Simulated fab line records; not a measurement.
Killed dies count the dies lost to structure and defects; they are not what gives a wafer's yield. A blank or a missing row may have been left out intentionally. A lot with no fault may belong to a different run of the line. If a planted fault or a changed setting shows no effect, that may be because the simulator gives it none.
Matching of chambers | flow nand_harc | 4 sister chambers for NHARC_A_SGD_CUT_DESCUM_14 on rie_diel-07
The step chemistry O2, time 3 s. 14 wafers are shown with their chamber, then 7 later ones without.

== WAFERS WITH THEIR CHAMBER ==
wafer  | chamber | rf_vpp_V (V) | oes_product_au (a.u.) | throttle_valve_pct (%)
L974.2 | 2       | 58.0         | 1.003                 | 11.319
L974.4 | 1       | 57.0         | 0.993                 | 11.313
L974.5 | 1       | 57.2         | 1.001                 | 11.313
L978.1 | 3       | 58.5         | 1.000                 | 11.316
L978.4 | 2       | 56.4         | 0.998                 | 11.322
L978.5 | 3       | 58.5         | 0.997                 | 11.305
L977.1 | 3       | 57.9         | 1.003                 | 11.309
L977.3 | 1       | 57.7         | 0.990                 | 11.310
L977.4 | 2       | 57.2         | 1.005                 | 11.307
L979.2 | 1       | 56.6         | 0.997                 | 11.323
L979.5 | 3       | 58.4         | 0.993                 | 11.316
L979.6 | 2       | 58.2         | 0.991                 | 11.320
L984.1 | 0       | 57.3         | 0.994                 | 11.310
L984.2 | 2       | 56.0         | 0.997                 | 11.309

SIGNATURES (means of the wafers above)
reading            | chamber 0 | chamber 1 | chamber 2 | chamber 3 | scatter within a chamber
rf_vpp_V           | 57.300    | 57.125    | 57.160    | 58.325    | 0.677
oes_product_au     | 0.99400   | 0.99525   | 0.99880   | 0.99825   | 0.00494
throttle_valve_pct | 11.31000  | 11.31475  | 11.31540  | 11.31150  | 0.00612
Rule: for a wafer and a chamber, the distance is found by dividing, reading by reading, the gap between the wafer's reading and the chamber's mean by the reading's scatter, squaring, summing and taking the root. The wafer belongs to the nearest chamber; if the next one is less than 2 further off, it can't be placed. The scatter: the root of (the sum of the squares of (reading less its chamber's mean) over the shown wafers, divided by (wafers less chambers)).

== WAFERS WHOSE CHAMBER IS MISSING ==
wafer  | rf_vpp_V (V) | oes_product_au (a.u.) | throttle_valve_pct (%)
L984.3 | 57.5         | 1.001                 | 11.329
L993.1 | 57.7         | 0.994                 | 11.314
L993.3 | 58.0         | 1.007                 | 11.306
L993.6 | 59.3         | 0.988                 | 11.312
L996.1 | 56.7         | 0.997                 | 11.296
L996.2 | 57.2         | 1.009                 | 11.310
L996.6 | 57.5         | 0.998                 | 11.313

== CHAMBER TAKEN BY EACH ==
wafer  | from the rows above               | in truth
L984.3 | can't be placed: 2 or 1 or 3 or 0 | 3
L993.1 | can't be placed: 0 or 1 or 2 or 3 | 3
L993.3 | can't be placed: 3 or 2 or 0 or 1 | 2
L993.6 | can't be placed: 3 or 0 or 1 or 2 | 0
L996.1 | can't be placed: 0 or 1 or 2 or 3 | 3
L996.2 | can't be placed: 2 or 3 or 1 or 0 | 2
L996.6 | can't be placed: 2 or 1 or 0 or 3 | 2
Correctly placed: 0 of 7. Cannot be placed on the basis of these rows: 7; the candidates contain the true chamber in 7. Placed wrongly: 0.
